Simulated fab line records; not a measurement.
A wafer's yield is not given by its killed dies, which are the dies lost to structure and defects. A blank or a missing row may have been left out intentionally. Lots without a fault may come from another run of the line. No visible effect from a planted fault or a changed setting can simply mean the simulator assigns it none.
Which tool was responsible? / flow nand harc / 39 wafers from 13 lots sampled at 2 of the route's 1302 steps

== WHAT THE GAUGES READ, wafer by wafer ==
NHARC_A_SLIT_OVL_MEAS_10. Usual: overlay x nm 0.2 nm, standard deviation 0.99; overlay y nm 0.0 nm, standard deviation 0.79.
lot=L842; measured=day 20 02:47; on=overlay-01; overlay x nm (nm)=1.2 1.1 1.5; overlay y nm (nm)=0.6 0.6 0.6; flag=
lot=L843; measured=day 20 10:04; on=overlay-01; overlay x nm (nm)=-0.9 -0.4 -0.4; overlay y nm (nm)=-0.6 -0.9 -0.4; flag=
lot=L846; measured=day 21 05:15; on=overlay-01; overlay x nm (nm)=-1.2 -0.8 -0.7; overlay y nm (nm)=-0.6 -0.5 -0.2; flag=
lot=L848; measured=day 22 04:33; on=overlay-02; overlay x nm (nm)=-1.5 -0.8 -1.4; overlay y nm (nm)=1.1 0.8 1.2; flag=
lot=L849; measured=day 22 12:32; on=overlay-02; overlay x nm (nm)=0.9 0.9 0.9; overlay y nm (nm)=-0.1 -0.5 -0.3; flag=
lot=L850; measured=day 23 05:48; on=overlay-01; overlay x nm (nm)=-0.1 0.3 -0.2; overlay y nm (nm)=0.6 0.2 -0.4; flag=
lot=L858; measured=day 26 12:09; on=overlay-02; overlay x nm (nm)=0.6 0.7 0.7; overlay y nm (nm)=0.5 0.5 0.6; flag=
lot=L861; measured=day 27 12:52; on=overlay-02; overlay x nm (nm)=-0.5 -0.7 -0.3; overlay y nm (nm)=-0.4 0.1 0.4; flag=
lot=L860; measured=day 27 12:43; on=overlay-01; overlay x nm (nm)=1.6 1.0 1.0; overlay y nm (nm)=-0.8 -0.8 -0.9; flag=
lot=L863; measured=day 28 11:55; on=overlay-01; overlay x nm (nm)=1.0 1.4 0.7; overlay y nm (nm)=1.1 0.8 0.2; flag=
lot=L862; measured=day 28 11:52; on=overlay-02; overlay x nm (nm)=-1.0 -1.5 -1.7; overlay y nm (nm)=-0.8 -0.9 -0.5; flag=
lot=L864; measured=day 28 23:58; on=overlay-02; overlay x nm (nm)=-1.0 -0.7 -0.4; overlay y nm (nm)=0.8 0.2 -0.2; flag=
lot=L865; measured=day 29 00:49; on=overlay-02; overlay x nm (nm)=1.7 1.6 1.5; overlay y nm (nm)=0.6 0.5 1.0; flag=

== EACH LOT AND THE TOOL THAT RAN IT (in order: tool; ch and the chambers of the sampled wafers; start) ==
lot=L842; NHARC_A_STAIRCASE_ETCHBACK_422=rie diel-01 ch 0,1,3, day 19 13:06
lot=L843; NHARC_A_STAIRCASE_ETCHBACK_422=rie diel-01 ch 2,3, day 19 19:27
lot=L846; NHARC_A_STAIRCASE_ETCHBACK_422=rie diel-01 ch 0,2,3, day 20 15:16
lot=L848; NHARC_A_STAIRCASE_ETCHBACK_422=rie diel-02 ch 1,2,3, day 21 16:04
lot=L849; NHARC_A_STAIRCASE_ETCHBACK_422=rie diel-02 ch 1,2,3, day 21 21:47
lot=L850; NHARC_A_STAIRCASE_ETCHBACK_422=rie diel-10 ch 0,1, day 22 15:12
lot=L858; NHARC_A_STAIRCASE_ETCHBACK_422=rie diel-01 ch 2,3, day 26 01:06
lot=L861; NHARC_A_STAIRCASE_ETCHBACK_422=rie diel-10 ch 0,1, day 26 22:56
lot=L860; NHARC_A_STAIRCASE_ETCHBACK_422=rie diel-01 ch 2,3, day 26 22:59
lot=L863; NHARC_A_STAIRCASE_ETCHBACK_422=rie diel-02 ch 1,2,3, day 27 20:32
lot=L862; NHARC_A_STAIRCASE_ETCHBACK_422=rie diel-10 ch 0,2,3, day 27 21:45
lot=L864; NHARC_A_STAIRCASE_ETCHBACK_422=rie diel-02 ch 0,1,2, day 28 05:58
lot=L865; NHARC_A_STAIRCASE_ETCHBACK_422=rie diel-10 ch 1,2,3, day 28 06:04
- NHARC_A_STAIRCASE_ETCHBACK_422: etches the open film in CH3F/O2, target depth 40 nm, time 74.286 s.

== WHAT THE TOOLS THEMSELVES READ (means of the sampled wafers that have a number; where no wafer has one, the mark that the record gives instead) ==
NHARC_A_STAIRCASE_ETCHBACK_422. Usual: drypump motor current A 5.7 A, standard deviation 0.38; oes product au 0.96 a.u., standard deviation 0.033; rf vpp V 245.1 V, standard deviation 1.8; showerhead plenum p Torr 2.51 Torr, standard deviation 0.11; throttle valve pct 20.663 %, standard deviation 0.0087.
lot=L842; tool=rie diel-01; drypump motor current A (A)=5.5; oes product au (a.u.)=1.00; rf vpp V (V)=245.0; showerhead plenum p Torr (Torr)=2.49; throttle valve pct (%)=20.672; flag=
lot=L843; tool=rie diel-01; drypump motor current A (A)=5.7; oes product au (a.u.)=0.99; rf vpp V (V)=246.6; showerhead plenum p Torr (Torr)=2.62; throttle valve pct (%)=20.658; flag=
lot=L846; tool=rie diel-01; drypump motor current A (A)=5.4; oes product au (a.u.)=0.94; rf vpp V (V)=245.8; showerhead plenum p Torr (Torr)=2.56; throttle valve pct (%)=20.658; flag=
lot=L848; tool=rie diel-02; drypump motor current A (A)=5.9; oes product au (a.u.)=0.93; rf vpp V (V)=244.5; showerhead plenum p Torr (Torr)=2.46; throttle valve pct (%)=20.660; flag=
lot=L849; tool=rie diel-02; drypump motor current A (A)=6.0; oes product au (a.u.)=0.93; rf vpp V (V)=244.6; showerhead plenum p Torr (Torr)=2.46; throttle valve pct (%)=20.655; flag=
lot=L850; tool=rie diel-10; drypump motor current A (A)=5.5; oes product au (a.u.)=0.94; rf vpp V (V)=245.6; showerhead plenum p Torr (Torr)=2.57; throttle valve pct (%)=20.663; flag=
lot=L858; tool=rie diel-01; drypump motor current A (A)=5.8; oes product au (a.u.)=1.00; rf vpp V (V)=246.3; showerhead plenum p Torr (Torr)=2.60; throttle valve pct (%)=20.659; flag=
lot=L861; tool=rie diel-10; drypump motor current A (A)=5.5; oes product au (a.u.)=0.99; rf vpp V (V)=245.4; showerhead plenum p Torr (Torr)=2.56; throttle valve pct (%)=20.668; flag=
lot=L860; tool=rie diel-01; drypump motor current A (A)=5.8; oes product au (a.u.)=0.93; rf vpp V (V)=246.3; showerhead plenum p Torr (Torr)=2.60; throttle valve pct (%)=20.661; flag=
lot=L863; tool=rie diel-02; drypump motor current A (A)=5.9; oes product au (a.u.)=1.00; rf vpp V (V)=243.9; showerhead plenum p Torr (Torr)=2.45; throttle valve pct (%)=20.663; flag=
lot=L862; tool=rie diel-10; drypump motor current A (A)=5.6; oes product au (a.u.)=0.99; rf vpp V (V)=246.6; showerhead plenum p Torr (Torr)=2.58; throttle valve pct (%)=20.668; flag=
lot=L864; tool=rie diel-02; drypump motor current A (A)=6.2; oes product au (a.u.)=0.93; rf vpp V (V)=242.6; showerhead plenum p Torr (Torr)=2.36; throttle valve pct (%)=20.660; flag=
lot=L865; tool=rie diel-10; drypump motor current A (A)=5.7; oes product au (a.u.)=0.99; rf vpp V (V)=246.0; showerhead plenum p Torr (Torr)=2.53; throttle valve pct (%)=20.658; flag=

== THE ANSWER, worked out from the rows above alone ==
Rule: take the mean of a lot's wafers that have a number; if it is more than 3 standard deviations from the usual mean, the lot is off. A lot without any number at a reading at which 4 lots or more have one is off too. All remaining lots with rows at the step are treated as sound. The gauges are gone through in route order, then the tools' own readings, and for those a lot's mean is taken as printed above. The first step at which some lot is off is used, and at that step the reading that is off furthest; a lot without a number counts as furthest.
No lot is off at any reading shown: from this, nothing can be told.

== WHAT THE SIMULATOR HAD PUT IN ==
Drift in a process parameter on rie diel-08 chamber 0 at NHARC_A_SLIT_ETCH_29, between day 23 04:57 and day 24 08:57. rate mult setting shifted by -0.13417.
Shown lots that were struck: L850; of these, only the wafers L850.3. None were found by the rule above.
